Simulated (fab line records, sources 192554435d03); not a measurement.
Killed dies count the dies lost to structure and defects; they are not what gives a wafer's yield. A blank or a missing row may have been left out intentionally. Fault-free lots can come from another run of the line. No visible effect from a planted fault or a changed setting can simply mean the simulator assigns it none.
Matching of chambers	flow n5Finfet	4 sister chambers for N5_BEOL_M13_VIA_ETCH_16 on rieDiel-03
The step etches SiOC in C4F8/O2/Ar, target depth 921.7 nm. 16 wafers are shown with their chamber, then 8 later ones without.

## EACH WAFER AND ITS CHAMBER
wafer	chamber	drypumpMotorCurrentA (A)	showerheadPlenumPTorr (Torr)	throttleValvePct (%)
L342.4	2	6.1	3.28	23.88
L342.5	2	6.1	3.28	23.88
L342.6	1	5.4	3.34	24.05
L343.2	3	5.1	3.58	24.21
L343.4	1	5.4	3.34	24.04
L343.6	1	5.4	3.34	24.05
L345.1	2	6.2	3.27	23.91
L345.3	3	5.1	3.57	24.24
L345.5	3	5.1	3.57	24.26
L348.1	0	5.5	3.37	23.93
L348.3	3	5.1	3.57	24.25
L348.6	0	5.5	3.37	23.91
L352.1	1	5.4	3.33	24.06
L352.3	0	5.5	3.36	23.94
L352.6	2	6.2	3.27	23.90
L354.3	2	6.1	3.26	23.91

SIGNATURES, as means of the wafers listed above
reading	chamber 0	chamber 1	chamber 2	chamber 3	scatter within a chamber
drypumpMotorCurrentA	5.500	5.400	6.140	5.100	0.0316
showerheadPlenumPTorr	3.3667	3.3375	3.2720	3.5725	0.00643
throttleValvePct	23.9267	24.0500	23.8960	24.2400	0.0158
Rule: for each reading, subtract the chamber's mean from the wafer's reading, divide by that reading's scatter and square the result; add these up over the readings and take the root, which gives the wafer's distance from the chamber. If the next closest chamber is less than 2 further off than the closest, the wafer can't be placed; otherwise it belongs to the closest. How the scatter is found: for the shown wafers, subtract from each reading the mean of its chamber, square and add these, divide the total by (wafers less chambers), then take the root.

## WAFERS WITH NO CHAMBER GIVEN
wafer	drypumpMotorCurrentA (A)	showerheadPlenumPTorr (Torr)	throttleValvePct (%)
L354.4	5.1	3.56	24.27
L354.5	5.4	3.33	24.08
L357.1	5.5	3.36	23.95
L357.3	6.2	3.26	23.93
L357.4	5.4	3.33	24.06
L361.1	6.1	3.26	23.92
L361.4	5.5	3.35	23.94
L361.5	5.4	3.33	24.08

## WHICH CHAMBER EACH WENT THROUGH
wafer	from the rows above	in truth
L354.4	3	3
L354.5	1	1
L357.1	0	0
L357.3	2	2
L357.4	1	1
L361.1	2	2
L361.4	0	0
L361.5	1	1
Correct placement for 8 of the 8. Number that these rows cannot place: 0. 0 placed wrongly.
